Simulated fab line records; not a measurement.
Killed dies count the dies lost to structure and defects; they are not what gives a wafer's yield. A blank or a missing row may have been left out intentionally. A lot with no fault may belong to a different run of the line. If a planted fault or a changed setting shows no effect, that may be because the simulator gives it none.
Which tool did it? || flow n5_finfet || at 1 step of a route of 1938, 9 lots with 26 wafers sampled

WHAT EACH GAUGE READ, for each wafer
N5_BEOL_M4_RC_MEAS_101. Usual: DIBL_N 36.5 mV/V, standard deviation 1.8; DIBL_P 36.5 mV/V, standard deviation 2.1; IOFF_N 0.17 nA/um, standard deviation 0.031; IOFF_P 0.22 nA/um, standard deviation 0.036; ION_N 677 uA/um, standard deviation 11; ION_P 463 uA/um, standard deviation 8; SS_N 71.6 mV/dec, standard deviation 0.61; SS_P 73.3 mV/dec, standard deviation 0.63; VT_N 249 mV, standard deviation 3.1; VT_P -250 mV, standard deviation 3.3.
{"lot": "L472", "measured": "day 9 19:58", "on": "prober-01", "DIBL_N (mV/V)": "36.8 33.8 35.6", "DIBL_P (mV/V)": "35.8 32.8 34.7", "IOFF_N (nA/um)": "0.16 0.12 0.15", "IOFF_P (nA/um)": "0.21 0.16 0.19", "ION_N (uA/um)": "675 673 670", "ION_P (uA/um)": "460 459 461", "SS_N (mV/dec)": "71.4 71.0 71.0", "SS_P (mV/dec)": "73.3 72.4 72.5", "VT_N (mV)": "248 251 249", "VT_P (mV)": "-249 -254 -248", "flag": ""}
{"lot": "L474", "measured": "day 10 03:55", "on": "prober-01", "DIBL_N (mV/V)": "35.8 34.3 36.0", "DIBL_P (mV/V)": "36.4 34.1 36.2", "IOFF_N (nA/um)": "0.17 0.15 0.17", "IOFF_P (nA/um)": "0.23 0.21 0.24", "ION_N (uA/um)": "672 671 672", "ION_P (uA/um)": "466 465 467", "SS_N (mV/dec)": "71.5 70.8 71.8", "SS_P (mV/dec)": "73.6 72.8 74.1", "VT_N (mV)": "248 246 248", "VT_P (mV)": "-248 -248 -245", "flag": ""}
{"lot": "L475", "measured": "day 10 20:40", "on": "prober-01", "DIBL_N (mV/V)": "36.4 38.2 37.4", "DIBL_P (mV/V)": "35.0 36.7 35.6", "IOFF_N (nA/um)": "0.18 0.20 0.20", "IOFF_P (nA/um)": "0.20 0.22 0.21", "ION_N (uA/um)": "679 675 672", "ION_P (uA/um)": "454 452 452", "SS_N (mV/dec)": "71.9 72.8 71.6", "SS_P (mV/dec)": "72.7 73.5 73.1", "VT_N (mV)": "246 248 246", "VT_P (mV)": "-252 -250 -252", "flag": ""}
{"lot": "L479", "measured": "day 11 12:56", "on": "prober-01", "DIBL_N (mV/V)": "35.1 37.4 35.0", "DIBL_P (mV/V)": "35.0 38.1 35.1", "IOFF_N (nA/um)": "0.14 0.18 0.14", "IOFF_P (nA/um)": "0.20 0.25 0.21", "ION_N (uA/um)": "675 676 684", "ION_P (uA/um)": "470 462 471", "SS_N (mV/dec)": "71.0 71.0 71.4", "SS_P (mV/dec)": "72.8 73.8 72.9", "VT_N (mV)": "250 248 249", "VT_P (mV)": "-250 -248 -249", "flag": ""}
{"lot": "L480", "measured": "day 12 01:16", "on": "prober-01", "DIBL_N (mV/V)": "38.7 36.5 37.8", "DIBL_P (mV/V)": "39.2 36.5 38.0", "IOFF_N (nA/um)": "0.20 0.16 0.18", "IOFF_P (nA/um)": "0.24 0.19 0.21", "ION_N (uA/um)": "682 671 691", "ION_P (uA/um)": "463 458 462", "SS_N (mV/dec)": "71.7 71.4 71.4", "SS_P (mV/dec)": "74.4 73.7 73.2", "VT_N (mV)": "247 250 250", "VT_P (mV)": "-250 -252 -254", "flag": ""}
{"lot": "L481", "measured": "day 12 07:37", "on": "prober-01", "DIBL_N (mV/V)": "36.3 35.7 38.1", "DIBL_P (mV/V)": "36.7 34.7 38.7", "IOFF_N (nA/um)": "0.15 0.13 0.18", "IOFF_P (nA/um)": "0.20 0.17 0.23", "ION_N (uA/um)": "667 663 690", "ION_P (uA/um)": "456 460 463", "SS_N (mV/dec)": "71.2 70.9 71.9", "SS_P (mV/dec)": "72.9 72.3 73.2", "VT_N (mV)": "251 252 249", "VT_P (mV)": "-250 -252 -249", "flag": ""}
{"lot": "L485", "measured": "day 13 18:14", "on": "prober-01", "DIBL_N (mV/V)": "35.3 34.3 34.7", "DIBL_P (mV/V)": "37.2 35.6 36.1", "IOFF_N (nA/um)": "0.15 0.13 0.14", "IOFF_P (nA/um)": "0.20 0.18 0.19", "ION_N (uA/um)": "679 677 675", "ION_P (uA/um)": "467 464 465", "SS_N (mV/dec)": "70.5 71.4 71.3", "SS_P (mV/dec)": "73.8 73.4 73.8", "VT_N (mV)": "250 251 250", "VT_P (mV)": "-252 -252 -250", "flag": ""}
{"lot": "L486", "measured": "day 13 21:04", "on": "prober-02", "DIBL_N (mV/V)": "33.1 36.2", "DIBL_P (mV/V)": "32.2 36.9", "IOFF_N (nA/um)": "0.11 0.17", "IOFF_P (nA/um)": "0.17 0.22", "ION_N (uA/um)": "649 664", "ION_P (uA/um)": "458 463", "SS_N (mV/dec)": "70.5 72.0", "SS_P (mV/dec)": "72.9 72.4", "VT_N (mV)": "253 251", "VT_P (mV)": "-252 -249", "flag": ""}
{"lot": "L487", "measured": "day 14 00:46", "on": "prober-02", "DIBL_N (mV/V)": "36.9 38.9 35.3", "DIBL_P (mV/V)": "37.0 39.9 35.8", "IOFF_N (nA/um)": "0.17 0.21 0.16", "IOFF_P (nA/um)": "0.25 0.29 0.22", "ION_N (uA/um)": "673 687 683", "ION_P (uA/um)": "465 476 472", "SS_N (mV/dec)": "71.8 72.7 71.2", "SS_P (mV/dec)": "73.1 73.8 72.8", "VT_N (mV)": "247 247 250", "VT_P (mV)": "-246 -243 -248", "flag": ""}

WHICH TOOL RAN EACH LOT (tool, then ch and the chambers of the sampled wafers, then the start)
The record holds no process step before these readings.

WHAT THE TOOLS THEMSELVES READ (means of the sampled wafers that have a number; where no wafer has one, the mark that the record gives instead)
The record holds no such reading with a usual standard deviation.

THE ANSWER, worked out from the rows above alone
Rule: a lot is off if the mean of its wafers that have a number lies more than 3 standard deviations from the usual mean. A lot without any number at a reading at which 4 lots or more have one is off too. The other lots that the step has rows for count as sound. Order of review: gauges by route order, followed by the tools' own readings, for which a lot's mean as printed above is used. The first step at which some lot is off is used, and at that step the reading that is off furthest; a lot without a number counts as furthest.
Across all readings shown, no lot is off: no conclusion can be drawn from this.

WHAT THE SIMULATOR HAD PUT IN
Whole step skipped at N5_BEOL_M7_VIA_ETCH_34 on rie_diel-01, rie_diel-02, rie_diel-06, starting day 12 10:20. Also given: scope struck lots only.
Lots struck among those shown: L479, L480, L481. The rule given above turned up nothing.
